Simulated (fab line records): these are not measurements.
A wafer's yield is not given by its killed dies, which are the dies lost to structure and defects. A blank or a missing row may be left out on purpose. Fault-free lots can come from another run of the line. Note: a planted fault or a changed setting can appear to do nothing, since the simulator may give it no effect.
Matching of chambers || flow nand-harc || NHARC_P_ZERO_WELL_DESCUM_26 on rie-diel-11: 4 sister chambers
The step chemistry O2, time 3 s. 4 wafers are shown with their chamber, then 7 later ones without.

== EACH WAFER AND ITS CHAMBER ==
{"wafer": "L082.5", "chamber": 1, "drypump-motor-current-A (A)": 5.1}
{"wafer": "L082.6", "chamber": 0, "drypump-motor-current-A (A)": 6.6}
{"wafer": "L088.1", "chamber": 2, "drypump-motor-current-A (A)": 5.4}
{"wafer": "L088.4", "chamber": 3, "drypump-motor-current-A (A)": 5.3}

== WAFERS MISSING THEIR CHAMBER ==
{"wafer": "L088.6", "drypump-motor-current-A (A)": 5.4}
{"wafer": "L095.3", "drypump-motor-current-A (A)": 5.4}
{"wafer": "L095.4", "drypump-motor-current-A (A)": 5.2}
{"wafer": "L095.6", "drypump-motor-current-A (A)": 5.4}
{"wafer": "L097.1", "drypump-motor-current-A (A)": 6.6}
{"wafer": "L097.2", "drypump-motor-current-A (A)": 5.1}
{"wafer": "L097.5", "drypump-motor-current-A (A)": 5.4}

== WHICH CHAMBER EACH ONE RAN IN ==
{"wafer": "L088.6", "from the rows above": 2, "in truth": 2}
{"wafer": "L095.3", "from the rows above": 2, "in truth": 2}
{"wafer": "L095.4", "from the rows above": "can't be placed: 3 or 1", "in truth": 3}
{"wafer": "L095.6", "from the rows above": 2, "in truth": 2}
{"wafer": "L097.1", "from the rows above": 0, "in truth": 0}
{"wafer": "L097.2", "from the rows above": 1, "in truth": 1}
{"wafer": "L097.5", "from the rows above": 2, "in truth": 2}
Correctly placed: 6 of 7. Can't be placed from these rows: 1 (the true chamber is among the candidates in 1). Number placed wrongly: 0.
How it was worked out, from the rows above alone: a wafer's distance from a chamber is the root of the sum, over the readings, of the square of ((its reading less the chamber's mean) divided by the reading's scatter). If the next closest chamber is less than 2 further off than the closest, the wafer can't be placed; otherwise it belongs to the closest. A chamber's mean is the mean of its shown wafers. The scatter: with one shown wafer a chamber, the root of the mean of the squares of how far each hidden wafer lies from its nearest shown one.
